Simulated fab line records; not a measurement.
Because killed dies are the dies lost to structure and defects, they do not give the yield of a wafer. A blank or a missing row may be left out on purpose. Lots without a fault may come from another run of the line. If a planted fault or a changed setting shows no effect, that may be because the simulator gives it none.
Chamber matching + flow nandHarc + rieDiel-05 running NHARC_P_ZERO_WELL_DESCUM_26: 4 sister chambers
The step chemistry O2, time 3 s. 14 wafers are shown with their chamber, then 7 later ones without.

== WAFERS, EACH WITH ITS CHAMBER ==
| wafer  | chamber | showerheadPlenumPTorr (Torr) | drypumpMotorCurrentA (A) | oesProductAu (a.u.) |
|--------|---------|------------------------------|--------------------------|---------------------|
| L417.1 | 3       | 1.87                         | 6.1                      | 0.996               |
| L417.2 | 2       | 1.89                         | 6.2                      | 0.973               |
| L417.4 | 0       | 2.03                         | 5.2                      | 0.993               |
| L418.1 | 2       | 1.89                         | 6.2                      | 0.975               |
| L418.3 | 1       | 1.87                         | 5.5                      | 0.980               |
| L418.6 | 3       | 1.87                         | 6.0                      | 0.998               |
| L419.3 | 0       | 2.03                         | 5.2                      | 0.989               |
| L419.4 | 1       | 1.87                         | 5.5                      | 1.001               |
| L419.6 | 3       | 1.87                         | 6.0                      | 0.985               |
| L420.2 | 2       | 1.89                         | 6.2                      | 0.977               |
| L420.3 | 1       | 1.87                         | 5.5                      | 0.983               |
| L420.6 | 1       | 1.87                         | 5.5                      | 0.977               |
| L426.1 | 2       | 1.89                         | 6.3                      | 0.985               |
| L426.3 | 0       | 2.02                         | 5.2                      | 1.000               |

SIGNATURES (averages over the wafers above)
| reading               | chamber 0 | chamber 1 | chamber 2 | chamber 3 | scatter within a chamber |
|-----------------------|-----------|-----------|-----------|-----------|--------------------------|
| showerheadPlenumPTorr | 2.0267    | 1.8700    | 1.8900    | 1.8700    | 0.00258                  |
| drypumpMotorCurrentA  | 5.200     | 5.500     | 6.225     | 6.033     | 0.0376                   |
| oesProductAu          | 0.99400   | 0.98525   | 0.97750   | 0.99300   | 0.00769                  |
Rule: distance of a wafer from a chamber = root of the sum over the readings of ((wafer's reading minus chamber's mean) / reading's scatter) squared. If the next closest chamber is less than 2 further off than the closest, the wafer can't be placed; otherwise it belongs to the closest. How the scatter is found: for the shown wafers, subtract from each reading the mean of its chamber, square and add these, divide the total by (wafers less chambers), then take the root.

== WAFERS WITHOUT THEIR CHAMBER ==
| wafer  | showerheadPlenumPTorr (Torr) | drypumpMotorCurrentA (A) | oesProductAu (a.u.) |
|--------|------------------------------|--------------------------|---------------------|
| L426.6 | 1.89                         | 6.2                      | 0.992               |
| L438.4 | 2.02                         | 5.2                      | 1.016               |
| L438.5 | 1.86                         | 5.5                      | 0.989               |
| L438.6 | 2.02                         | 5.2                      | 1.008               |
| L439.1 | 1.86                         | 5.5                      | 0.977               |
| L439.4 | 1.89                         | 6.2                      | 1.008               |
| L439.6 | 2.02                         | 5.2                      | 1.006               |

== EACH ONE'S CHAMBER ==
| wafer  | from the rows above | in truth |
|--------|---------------------|----------|
| L426.6 | 2                   | 2        |
| L438.4 | 0                   | 0        |
| L438.5 | 1                   | 1        |
| L438.6 | 0                   | 0        |
| L439.1 | 1                   | 1        |
| L439.4 | 2                   | 2        |
| L439.6 | 0                   | 0        |
Placed correctly: 7 of 7. Can't be placed from these rows: 0. 0 placed wrongly.
